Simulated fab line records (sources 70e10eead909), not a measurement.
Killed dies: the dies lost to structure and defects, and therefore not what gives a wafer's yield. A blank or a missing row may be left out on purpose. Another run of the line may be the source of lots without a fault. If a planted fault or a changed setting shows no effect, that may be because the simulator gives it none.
Chamber matching | flow nandHarc | rieDiel-11 running NHARC_A_BLC_DESCUM_15: 4 sister chambers
The step chemistry O2, time 3 s. 18 wafers are shown with their chamber, then 9 later ones without.

EACH WAFER AND ITS CHAMBER
wafer  | chamber | showerheadPlenumPTorr (Torr) | oesProductAu (a.u.) | throttleValvePct (%)
L520.1 | 1       | 1.83                         | 1.002               | 11.304
L520.2 | 3       | 1.84                         | 1.000               | 11.311
L520.3 | 2       | 1.97                         | 1.004               | 11.301
L521.1 | 1       | 1.83                         | 0.998               | 11.310
L521.2 | 0       | 1.99                         | 0.981               | 11.316
L521.3 | 2       | 1.97                         | 1.008               | 11.300
L524.1 | 3       | 1.84                         | 0.998               | 11.295
L524.3 | 0       | 1.99                         | 0.979               | 11.318
L524.6 | 3       | 1.84                         | 1.004               | 11.297
L527.2 | 3       | 1.84                         | 1.002               | 11.303
L527.3 | 0       | 1.99                         | 0.994               | 11.332
L527.4 | 2       | 1.97                         | 1.004               | 11.308
L526.1 | 0       | 1.99                         | 0.981               | 11.311
L526.3 | 1       | 1.83                         | 0.994               | 11.310
L526.4 | 3       | 1.84                         | 0.990               | 11.334
L532.3 | 1       | 1.83                         | 0.996               | 11.306
L532.4 | 2       | 1.97                         | 1.003               | 11.333
L532.6 | 2       | 1.96                         | 0.995               | 11.307

SIGNATURES (averages over the wafers above)
reading               | chamber 0 | chamber 1 | chamber 2 | chamber 3 | scatter within a chamber
showerheadPlenumPTorr | 1.9900    | 1.8300    | 1.9680    | 1.8400    | 0.00239
oesProductAu          | 0.98375   | 0.99750   | 1.00280   | 0.99880   | 0.00525
throttleValvePct      | 11.31925  | 11.30750  | 11.30980  | 11.30800  | 0.0119
Rule: for a wafer and a chamber, the distance is found by dividing, reading by reading, the gap between the wafer's reading and the chamber's mean by the reading's scatter, squaring, summing and taking the root. If the next closest chamber is less than 2 further off than the closest, the wafer can't be placed; otherwise it belongs to the closest. The scatter: the root of (the sum of the squares of (reading less its chamber's mean) over the shown wafers, divided by (wafers less chambers)).

WAFERS MISSING THEIR CHAMBER
wafer  | showerheadPlenumPTorr (Torr) | oesProductAu (a.u.) | throttleValvePct (%)
L533.4 | 1.83                         | 1.003               | 11.316
L533.5 | 1.83                         | 0.993               | 11.326
L533.6 | 1.99                         | 0.978               | 11.304
L537.2 | 1.84                         | 0.996               | 11.312
L537.3 | 1.99                         | 0.994               | 11.320
L537.4 | 1.96                         | 1.011               | 11.309
L541.1 | 1.84                         | 0.980               | 11.310
L541.2 | 1.83                         | 1.001               | 11.310
L541.4 | 1.96                         | 0.997               | 11.306

CHAMBER TAKEN BY EACH
wafer  | from the rows above     | in truth
L533.4 | 1                       | 1
L533.5 | 1                       | 1
L533.6 | 0                       | 0
L537.2 | 3                       | 3
L537.3 | 0                       | 0
L537.4 | 2                       | 2
L541.1 | can't be placed: 3 or 1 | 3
L541.2 | 1                       | 1
L541.4 | 2                       | 2
Placed correctly: 8 of 9. From these rows, 1 cannot be placed; in 1 the true chamber is one of the candidates. 0 placed wrongly.
